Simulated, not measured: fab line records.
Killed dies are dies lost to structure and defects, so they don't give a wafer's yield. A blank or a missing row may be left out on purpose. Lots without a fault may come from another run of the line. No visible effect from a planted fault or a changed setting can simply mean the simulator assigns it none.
Chamber matching    flow nand_harc    NHARC_P_M0_CMP_23 on cmp-03: 4 sister chambers
The step polishes, t overpolish 20 s, target thk 117.54 nm. 8 wafers are shown with their chamber, then 9 later ones without.

## WAFERS PAIRED WITH THEIR CHAMBERS
wafer   chamber  motor_current_A (A)  time_to_endpoint_s (s)
L084.3  2        12.3                 29.0
L084.5  3        10.5                 28.5
L085.4  3        11.3                 29.6
L087.2  1        14.0                 32.7
L087.4  2        11.9                 31.7
L089.4  0        13.0                 25.4
L089.5  1        14.0                 27.8
L089.6  0        13.3                 26.3

## WAFERS WITHOUT THEIR CHAMBER
wafer   motor_current_A (A)  time_to_endpoint_s (s)
L090.1  12.8                 27.5
L090.4  13.1                 27.5
L090.6  13.8                 27.8
L092.3  11.5                 27.7
L092.4  13.5                 26.9
L092.5  11.5                 25.2
L097.3  13.9                 29.5
L097.5  13.7                 28.4
L097.6  11.1                 28.7

## EACH ONE'S CHAMBER
wafer   from the rows above      in truth
L090.1  can't be placed: 0 or 2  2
L090.4  0                        0
L090.6  can't be placed: 1 or 0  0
L092.3  can't be placed: 3 or 2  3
L092.4  can't be placed: 0 or 1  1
L092.5  can't be placed: 3 or 2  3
L097.3  1                        1
L097.5  can't be placed: 1 or 0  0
L097.6  3                        3
Correct placement for 3 of the 9. Not placeable from these rows: 6 (in 6, the candidates include the true chamber). Placed wrongly: 0.
How it was worked out, from the rows above alone: a wafer's distance from a chamber is the root of the sum, over the readings, of the square of ((its reading less the chamber's mean) divided by the reading's scatter). The wafer belongs to the nearest chamber; if the next one is less than 2 further off, it can't be placed. A chamber's mean is the mean of its shown wafers. The scatter: the root of (the sum of the squares of (reading less its chamber's mean) over the shown wafers, divided by (wafers less chambers)).
